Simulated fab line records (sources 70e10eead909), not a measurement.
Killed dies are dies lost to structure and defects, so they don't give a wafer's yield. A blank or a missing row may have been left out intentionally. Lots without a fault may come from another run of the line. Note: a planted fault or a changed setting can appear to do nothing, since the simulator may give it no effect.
Chamber matching :: flow nandHarc :: NHARC_A_STAIRCASE_CMP_472 on cmp-01: 4 sister chambers
The step polishes SiO2. 8 wafers are shown with their chamber, then 10 later ones without.

## EACH WAFER AND ITS CHAMBER
wafer: L080.5
chamber: 2
motorCurrentA (A): 11.5

wafer: L086.3
chamber: 0
motorCurrentA (A): 12.5

wafer: L086.5
chamber: 0
motorCurrentA (A): 13.9

wafer: L089.3
chamber: 2
motorCurrentA (A): 11.1

wafer: L089.4
chamber: 1
motorCurrentA (A): 11.8

wafer: L089.5
chamber: 3
motorCurrentA (A): 11.0

wafer: L090.2
chamber: 3
motorCurrentA (A): 11.1

wafer: L090.3
chamber: 1
motorCurrentA (A): 11.0

## WAFERS WHOSE CHAMBER IS MISSING
wafer: L090.4
motorCurrentA (A): 13.0

wafer: L091.2
motorCurrentA (A): 11.3

wafer: L091.4
motorCurrentA (A): 11.6

wafer: L091.6
motorCurrentA (A): 10.9

wafer: L095.3
motorCurrentA (A): 11.2

wafer: L095.4
motorCurrentA (A): 10.9

wafer: L095.6
motorCurrentA (A): 11.7

wafer: L096.3
motorCurrentA (A): 10.8

wafer: L096.4
motorCurrentA (A): 13.3

wafer: L096.5
motorCurrentA (A): 11.3

## THE CHAMBER EACH PASSED THROUGH
wafer: L090.4
from the rows above: 0
in truth: 0

wafer: L091.2
from the rows above: can't be placed: 2 or 1 or 3
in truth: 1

wafer: L091.4
from the rows above: can't be placed: 1 or 2 or 3
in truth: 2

wafer: L091.6
from the rows above: can't be placed: 3 or 2 or 1
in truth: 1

wafer: L095.3
from the rows above: can't be placed: 2 or 3 or 1
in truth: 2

wafer: L095.4
from the rows above: can't be placed: 3 or 2 or 1
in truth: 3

wafer: L095.6
from the rows above: can't be placed: 1 or 2 or 3
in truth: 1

wafer: L096.3
from the rows above: can't be placed: 3 or 2 or 1
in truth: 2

wafer: L096.4
from the rows above: 0
in truth: 0

wafer: L096.5
from the rows above: can't be placed: 2 or 1 or 3
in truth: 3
2 of 10 placed correctly. Not placeable from these rows: 8 (in 8, the candidates include the true chamber). Placed wrongly: 0.
How it was worked out, from the rows above alone: a wafer's distance from a chamber is the root of the sum, over the readings, of the square of ((its reading less the chamber's mean) divided by the reading's scatter). The wafer belongs to the nearest chamber; if the next one is less than 2 further off, it can't be placed. For every chamber, the mean is computed from those of its wafers that are shown. The scatter: the root of (the sum of the squares of (reading less its chamber's mean) over the shown wafers, divided by (wafers less chambers)).
